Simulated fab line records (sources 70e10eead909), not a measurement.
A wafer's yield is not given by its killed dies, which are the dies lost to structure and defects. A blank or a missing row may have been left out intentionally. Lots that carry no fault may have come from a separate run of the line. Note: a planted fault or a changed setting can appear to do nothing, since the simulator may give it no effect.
fab line records -- flow nand_harc
record: lots: 11, wafers: 33, last_day: 24
route steps=1159 shown A_CHANNEL_HOLE_D1@457 END@1159
lots untouched by any fault: they come from a run of this same line in which no faults occurred
start_h: hours from the record's opening day to when the first of the lot's shown wafers began -- wait_h: hours since the lot's step before -- " same as the row above -- L1.1+2: several wafers, shown together as one row -- - either no value or no given start -- * or withheld: withheld -- < > ~ a bound
route shown NAME@n: NAME is a module with steps in the file, n the number in the route of the first one -- usual: mean/standard deviation of fault-free wafers -- same: alike in all rows -- chamber/n: place in a boat -- sites: each site's reading -- _std_site: standard deviation of those values -- _edge_site: outer sites' mean less inner sites' -- radius_mm: how far each site lies from the wafer's centre -- mask NAME#n: copy n -- behind: the last tool/chamber to shape the wafer -- hold: cause of the lot's hold/its duration in hours/its outcome -- device: transistor that didn't switch, given as n, p or np -- end of line: tests run on the same wafers once the route is complete -- a step without rows: its recipe alone -- killed: the dies lost at the first sort to structure and to defects; this is not the yield of the wafer -- map: per-die view of a wafer (x killed, . not killed, _ where there is no die)
set.NAME: the setting as run; set.NAME@STEP: as run at that earlier step -- model.NAME: the simulator's own value behind a step, which no gauge read
a sample of lots followed through the steps of the route, with each step as a table and each wafer as a row
services: the hour from which a tool's chamber was out of use, counted from the record's first day as start_h (under 0 if before that day), plus the number of hours and why
== steps ==
step: NHARC_A_CHANNEL_HOLE_D1_SOFTBAKE_05
recipe: temp_c: 105, time_s: 55
usual: heater_power_total_W: 188.45/0.14
lot.wafer,tool,chamber,start_h,wait_h,heater_power_total_W
L536.1,litho_track-04,0,173,-,188.33
L536.4,litho_track-04,0,173,-,188.48
L536.6,litho_track-04,0,173,-,188.38
L537.4,litho_track-06,0,188,-,188.71
L537.5,litho_track-06,0,188,-,188.79
L537.6,litho_track-06,0,188,-,188.62
L538.1,litho_track-06,0,189,-,188.35
L538.3,litho_track-06,0,189,-,188.26
L538.6,litho_track-06,0,189,-,188.35
L540.2,litho_track-06,0,204,-,235.99
L540.4,litho_track-06,0,204,-,235.99
L540.6,litho_track-06,0,204,-,188.26
L543.1,litho_track-06,0,212,-,188.76
L543.4,litho_track-06,0,212,-,235.77
L543.6,litho_track-06,0,212,-,188.38
L552.1,litho_track-04,0,265,-,188.41
L552.4,litho_track-04,0,265,-,188.48
L552.6,litho_track-04,0,265,-,188.41
L554.1,litho_track-01,0,277,-,188.43
L554.4,litho_track-01,0,277,-,188.32
L554.6,litho_track-01,0,277,-,188.28
L555.2,litho_track-04,0,287,-,188.68
L555.3,litho_track-04,0,287,-,188.29
L555.6,litho_track-04,0,287,-,188.37
L556.3,litho_track-04,0,292,-,188.32
L556.5,litho_track-04,0,292,-,188.35
L556.6,litho_track-04,0,292,-,188.27
L559.1,litho_track-06,0,301,-,188.63
L559.4,litho_track-06,0,301,-,188.37
L559.6,litho_track-06,0,301,-,188.51
L558.1,litho_track-04,0,301,-,188.29
L558.2,litho_track-04,0,301,-,188.65
L558.4,litho_track-04,0,301,-,188.27
step: NHARC_A_CHANNEL_HOLE_D1_ETCH_39
recipe: target_depth_a: 2600, over_etch_frac: 0.3, time_s: 325, ion_energy_ev: 200, n2_flow_sccm: 150, h2_flow_sccm: 150, ar_flow_sccm: 0, rf_w: 400, bias_w: 150, chemistry: N2/H2
usual: chamber_pressure_mTorr: 29.996/0.027, drypump_motor_current_A: 5.9/0.49, oes_product_au: 0.997/0.01, rf_fwd_power_W: 399.3/1.2, rf_vpp_V: 428.9/2.4, showerhead_plenum_p_Torr: 1.98/0.083, throttle_valve_pct: 14.172/0.0091
lot.wafer,tool,chamber,start_h,wait_h,chamber_pressure_mTorr,drypump_motor_current_A,oes_product_au,rf_fwd_power_W,rf_hours_counter_h,rf_vpp_V,showerhead_plenum_p_Torr,throttle_valve_pct
L536.1,rie_diel-01,2,-,-,30.017,5.3,1.018,398.5,2,435.6,2.18,14.173
L536.4,rie_diel-01,3,-,-,29.982,6.7,1.020,399.5,3,426.0,1.91,14.170
L536.6,rie_diel-01,1,-,-,29.939,5.5,1.003,398.0,-,431.7,2.02,14.170
L537.4,rie_diel-01,3,-,-,29.958,6.7,1.003,397.5,3,426.6,1.91,14.179
L537.6,rie_diel-01,2,-,-,29.981,5.3,0.995,400.3,-,434.4,2.18,14.165
L537.5,rie_diel-01,3,-,-,29.975,6.7,1.014,398.3,-,427.5,1.91,14.185
L538.3,rie_diel-03,3,-,-,29.998,5.9,0.998,400.1,12,428.6,1.99,14.168
L538.1,rie_diel-03,0,-,-,30.007,5.8,0.991,399.5,11,428.3,1.97,14.164
L538.6,rie_diel-03,3,-,-,30.024,5.9,0.993,400.6,-,428.5,1.99,14.169
L540.2,rie_diel-01,0,-,-,29.992,6.3,1.001,400.9,5,432.7,2.12,14.188
L540.4,rie_diel-01,2,-,-,30.002,5.3,1.006,399.7,4,433.3,2.18,14.163
L540.6,rie_diel-01,3,-,-,29.998,6.7,1.015,396.7,-,425.7,1.91,14.170
L543.1,rie_diel-04,3,-,-,29.999,6.4,0.994,400.8,5,426.9,1.92,14.172
L543.4,rie_diel-04,0,-,-,30.029,5.1,0.988,398.7,6,433.3,2.12,14.175
L543.6,rie_diel-04,3,-,-,30.011,6.3,0.995,398.9,-,427.0,1.92,14.182
L552.1,rie_diel-01,0,-,-,30.020,6.3,1.007,395.8,11,431.7,2.11,14.175
L552.4,rie_diel-01,1,-,-,30.050,5.5,1.001,400.5,10,430.0,2.02,14.175
L552.6,rie_diel-01,0,-,-,29.997,6.3,0.988,398.8,-,433.2,2.11,14.172
L554.1,rie_diel-04,1,-,-,30.005,5.4,0.975,399.7,10,429.1,1.98,14.183
L554.4,rie_diel-04,2,-,-,30.013,6.4,0.992,401.2,9,429.8,1.94,14.168
L554.6,rie_diel-04,0,-,-,30.021,5.1,0.983,399.8,-,432.1,2.12,14.178
L555.3,rie_diel-04,2,-,-,30.007,6.3,0.998,399.2,9,428.2,1.94,14.184
L555.2,rie_diel-04,3,-,-,29.995,6.4,1.001,398.8,10,428.3,1.92,14.172
L555.6,rie_diel-04,1,-,-,29.999,5.4,0.993,399.8,-,427.4,1.98,14.163
L556.3,rie_diel-03,1,-,-,29.950,5.3,0.979,398.6,5,429.0,1.92,14.163
L556.6,rie_diel-03,1,-,-,30.017,5.4,0.991,399.7,-,426.2,1.92,14.180
L556.5,rie_diel-03,2,-,-,29.956,6.1,0.997,399.5,-,426.0,1.89,14.172
L559.1,rie_diel-04,0,-,-,30.017,5.1,0.983,398.1,0,430.8,2.12,14.165
L559.4,rie_diel-04,0,-,-,30.007,5.1,0.991,399.9,-,432.7,2.12,14.169
L559.6,rie_diel-04,1,-,-,29.960,5.4,0.986,398.9,-,428.5,1.98,14.173
L558.4,rie_diel-03,0,-,-,30.013,5.8,0.996,399.0,6,428.0,1.96,14.185
L558.1,rie_diel-03,1,-,-,30.016,5.3,0.998,397.1,6,426.0,1.92,14.179
L558.2,rie_diel-03,2,-,-,30.036,6.2,1.012,399.2,6,427.3,1.89,14.176
step: NHARC_A_CHANNEL_HOLE_D1_ETCH_16
recipe: target_depth_a: 31000, over_etch_frac: 0.3, time_s: 806, ion_energy_ev: 150, o2_flow_sccm: 400, cos_flow_sccm: 20, ar_flow_sccm: 0, rf_w: 500, bias_w: 300, chemistry: O2/COS
usual: chamber_pressure_mTorr: 20.000/0.016, drypump_motor_current_A: 5.8/0.49, oes_product_au: 0.998/0.0084, rf_fwd_power_W: 499.5/1.5, rf_vpp_V: 313.2/1.9, showerhead_plenum_p_Torr: 3.05/0.12, throttle_valve_pct: 28.329/0.0084
lot.wafer,tool,chamber,start_h,wait_h,chamber_pressure_mTorr,drypump_motor_current_A,oes_product_au,rf_fwd_power_W,rf_hours_counter_h,rf_vpp_V,showerhead_plenum_p_Torr,throttle_valve_pct
L536.1,rie_diel-01,2,-,-,19.992,5.3,1.008,501.1,3,316.4,3.32,28.313
L536.4,rie_diel-01,3,-,-,20.008,6.7,1.005,497.0,3,312.7,2.93,28.335
L536.6,rie_diel-01,1,-,-,19.977,5.5,0.999,500.2,-,315.1,3.10,28.319
L537.4,rie_diel-01,3,-,-,20.030,6.7,1.001,498.9,3,311.0,2.93,28.328
L537.6,rie_diel-01,0,-,-,20.039,6.3,0.994,496.9,-,316.1,3.23,28.333
L537.5,rie_diel-01,1,-,-,20.026,5.5,0.994,498.3,-,313.4,3.10,28.326
L538.1,rie_diel-03,1,-,-,20.005,5.4,1.012,500.8,12,312.7,2.96,28.322
L538.3,rie_diel-03,2,-,-,20.010,6.2,1.002,500.1,12,311.3,2.91,28.319
L538.6,rie_diel-03,0,-,-,19.958,5.8,0.995,500.6,-,314.7,3.02,28.328
L540.2,rie_diel-01,3,-,-,19.982,6.7,1.009,499.9,4,310.7,2.93,28.340
L540.4,rie_diel-01,1,-,-,20.001,5.5,0.998,499.7,5,313.6,3.10,28.318
L540.6,rie_diel-01,2,-,-,20.014,5.3,1.007,501.0,-,316.3,3.32,28.323
L543.4,rie_diel-04,3,-,-,20.009,6.4,0.990,497.1,6,311.5,2.95,28.338
L543.1,rie_diel-04,1,-,-,20.016,5.4,0.983,502.0,6,310.6,3.04,28.308
L543.6,rie_diel-04,3,-,-,20.020,6.4,0.988,497.2,-,311.7,2.95,28.333
L552.4,rie_diel-01,0,-,-,19.988,6.3,1.001,498.4,11,314.7,3.22,28.324
L552.1,rie_diel-01,3,-,-,19.995,6.7,1.013,499.5,10,310.9,2.93,28.328
L552.6,rie_diel-01,1,-,-,20.027,5.5,0.998,499.0,-,313.6,3.09,28.323
L554.1,rie_diel-04,3,-,-,19.995,6.4,0.993,499.8,9,311.3,2.95,28.324
L554.4,rie_diel-04,0,-,-,19.988,5.1,0.987,500.1,9,316.8,3.23,28.337
L554.6,rie_diel-04,0,-,-,19.989,5.1,1.003,500.5,-,316.3,3.23,28.329
L555.3,rie_diel-04,1,-,-,20.007,5.4,0.983,499.5,11,314.6,3.03,28.317
L555.2,rie_diel-04,2,-,-,20.013,6.3,0.989,498.8,10,311.0,2.98,28.340
L555.6,rie_diel-04,3,-,-,20.025,6.3,0.981,498.8,-,311.2,2.95,28.328
L556.3,rie_diel-03,1,-,-,19.993,5.4,0.990,497.2,5,313.1,2.96,28.324
L556.5,rie_diel-03,3,-,-,20.002,5.9,0.997,498.9,-,310.9,3.05,28.344
L556.6,rie_diel-03,0,-,-,19.991,5.8,0.999,497.9,-,312.7,3.01,28.340
L559.1,rie_diel-04,1,-,-,20.006,5.4,0.990,497.6,1,313.9,3.03,28.329
L559.4,rie_diel-04,1,-,-,19.966,5.4,1.004,500.5,-,312.3,3.03,28.332
L559.6,rie_diel-04,0,-,-,19.984,5.1,1.003,497.8,-,316.6,3.23,28.323
L558.4,rie_diel-03,1,-,-,20.007,5.4,0.996,500.9,6,312.9,2.96,28.333
L558.2,rie_diel-03,3,-,-,20.023,5.9,1.011,499.6,7,313.3,3.05,28.330
L558.1,rie_diel-03,0,-,-,19.998,5.8,0.996,499.2,6,312.1,3.01,28.338
step: NHARC_A_CHANNEL_HOLE_D1_STRIP_27
recipe: o2_flow_sccm: 500, ar_flow_sccm: 0, bias_w: 0, chemistry: O2
usual: chamber_pressure_mTorr: 60.00/0.054, drypump_motor_current_A: 5.8/0.51, oes_product_au: 0.999/0.0092, rf_vpp_V: 57.7/0.85, showerhead_plenum_p_Torr: 3.46/0.14, throttle_valve_pct: 17.037/0.0083
lot.wafer,tool,chamber,start_h,wait_h,chamber_pressure_mTorr,drypump_motor_current_A,oes_product_au,rf_hours_counter_h,rf_vpp_V,showerhead_plenum_p_Torr,throttle_valve_pct
L536.1,rie_diel-04,0,-,-,60.03,5.0,1.003,3,58.7,3.65,17.032
L536.4,rie_diel-04,2,-,-,60.02,6.4,0.998,4,57.1,3.37,17.038
L536.6,rie_diel-04,3,-,-,59.95,6.4,0.985,-,57.5,3.34,17.044
L537.4,rie_diel-04,0,-,-,59.99,5.0,0.996,-,58.7,3.65,17.046
L537.6,rie_diel-04,1,-,-,60.02,5.4,0.984,-,57.4,3.43,17.022
L537.5,rie_diel-04,3,-,-,59.94,6.4,0.994,-,56.0,3.34,17.045
L538.3,rie_diel-03,1,-,-,60.09,5.4,0.990,13,58.3,3.35,17.042
L538.1,rie_diel-03,3,-,-,60.00,5.9,0.986,14,58.4,3.45,17.033
L538.6,rie_diel-03,0,-,-,59.95,5.8,1.000,-,57.9,3.41,17.046
L540.2,rie_diel-01,1,-,-,59.86,5.5,1.000,6,57.5,3.50,17.045
L540.4,rie_diel-01,3,-,-,60.06,6.7,1.011,5,57.7,3.32,17.034
L540.6,rie_diel-01,1,-,-,60.03,5.5,1.002,-,57.8,3.50,17.035
L543.1,rie_diel-01,2,-,-,60.12,5.3,1.017,5,58.0,3.74,17.040
L543.4,rie_diel-01,3,-,-,60.02,6.7,1.017,6,56.9,3.32,17.024
L543.6,rie_diel-01,0,-,-,60.01,6.3,0.996,-,58.4,3.65,17.030
L552.4,rie_diel-01,1,-,-,60.08,5.5,1.002,11,56.8,3.50,17.035
L552.1,rie_diel-01,3,-,-,60.01,6.7,0.998,10,57.7,3.31,17.040
L552.6,rie_diel-01,0,-,-,59.98,6.3,0.986,-,58.5,3.64,17.032
L554.1,rie_diel-01,1,-,-,60.09,5.5,0.993,11,56.6,3.49,17.038
L554.4,rie_diel-01,2,-,-,59.98,5.3,1.006,-,58.4,3.74,17.040
L554.6,rie_diel-01,1,-,-,60.09,5.5,0.998,-,58.9,3.50,17.038
L555.3,rie_diel-03,1,-,-,60.02,5.4,1.004,5,57.0,3.34,17.019
L555.2,rie_diel-03,2,-,-,59.95,6.1,1.004,5,55.7,3.29,17.027
L555.6,rie_diel-03,0,-,-,60.06,5.8,1.005,-,56.5,3.41,17.038
L556.3,rie_diel-04,3,-,-,59.98,6.4,0.996,0,58.7,3.34,17.041
L556.6,rie_diel-04,1,-,-,60.01,5.4,0.992,-,58.0,3.43,17.030
L556.5,rie_diel-04,2,-,-,59.96,6.4,1.001,-,59.4,3.37,17.035
L559.1,rie_diel-04,2,-,-,59.91,6.3,1.008,1,57.7,3.37,17.047
L559.6,rie_diel-04,1,-,-,59.97,5.4,0.994,-,58.7,3.43,17.038
L559.4,rie_diel-04,0,-,-,60.00,5.1,1.003,-,58.1,3.65,17.022
L558.1,rie_diel-03,3,-,-,59.97,5.9,1.014,7,57.9,3.45,17.035
L558.2,rie_diel-03,0,-,-,59.95,5.8,1.002,6,58.1,3.41,17.038
L558.4,rie_diel-03,1,-,-,59.96,5.4,1.005,7,56.8,3.34,17.032
step: NHARC_END_SORT_01
recipe: temp_c: 25
usual: killed_at_array: 26/9.9, killed_at_other: 0.8/1, killed_at_periphery: 2.8/2.2, killed_dies: 29/9.9, killed_open: 3.2/1.8, killed_short: 2.1/1.4
same: gross_dies: 677
lot.wafer,tool,chamber,start_h,wait_h,killed_at_array,killed_at_other,killed_at_periphery,killed_dies,killed_open,killed_short
L543.1,prober-02,0,480.93,2.5,39,0,3,42,6,1
killed by level:class
L543.1 A_CHANNEL_HOLE_D1:chamber_film_flake=17 A_SLIT:chamber_film_flake=11 A_STAIRCASE:chamber_film_flake=3 A_WL_FILL:geometric_particle:open=2 A_CONTACT:chamber_film_flake=2 P_CONTACT:geometric_particle:open=1 P_M0:geometric_particle:open=1 A_ONON_D1:geometric_particle:short=1
== services ==
tool,chamber,start_h,hours,kind
rie_diel-03,0,151.13,7.8,repair
rie_diel-04,0,169.90,-,clean
rie_diel-04,1,169.90,-,clean
rie_diel-04,2,169.90,-,clean
rie_diel-04,3,169.90,-,clean
rie_diel-01,0,171.60,-,clean
rie_diel-01,1,171.60,-,clean
rie_diel-01,2,171.60,-,clean
rie_diel-01,3,171.60,-,clean
rie_diel-04,3,183.89,4.7,repair
rie_diel-04,2,186.92,15.0,repair
rie_diel-04,0,194.40,-,clean
rie_diel-04,1,194.40,-,clean
rie_diel-04,3,194.40,-,clean
rie_diel-03,-,215.30,9.0,pm
rie_diel-01,2,227.74,4.7,repair
litho_track-01,-,268.00,7.0,pm
rie_diel-03,0,278.58,8.0,repair
rie_diel-03,-,279.81,0.6,repair
rie_diel-01,0,285.73,4.0,repair
rie_diel-04,-,288.97,9.0,pm
litho_track-06,-,292.00,7.0,pm
rie_diel-03,2,295.14,4.3,repair
rie_diel-04,3,301.06,34.5,repair
== key ==
first_sign: step: NHARC_A_CHANNEL_HOLE_D1_SOFTBAKE_05, reading: heater_power_total_W, direction: up, sigmas: 99+, usual: *, struck: *
effect none on later readings
met_at NHARC_A_CHANNEL_HOLE_D1_SOFTBAKE_05
struck_lots L540,L543
struck_wafers L540.2,L540.4,L543.4
tester_left_out L540,L543
not_acting_at NHARC_A_CHANNEL_HOLE_D1_ETCH_39,NHARC_A_CHANNEL_HOLE_D1_ETCH_16,NHARC_A_CHANNEL_HOLE_D1_STRIP_27
onset_between 189 204
fault: kind: process_parameter_drift, tool: litho_track-06, chamber: -, onset_h: 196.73, steps: NHARC_A_CHANNEL_HOLE_D1_SOFTBAKE_05, channel: time_s, offset: *, shape: step, end_h: 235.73, scope: struck_wafers_only, acts_in: *, stated: *
tester_left_out: of these lots the tester's yield and bins aren't shown, on N5 and GAA mostly nor the transistor test; their killed dies are dies lost to structure and defects alone, not to doping, threshold or leakage, so they don't give the yield
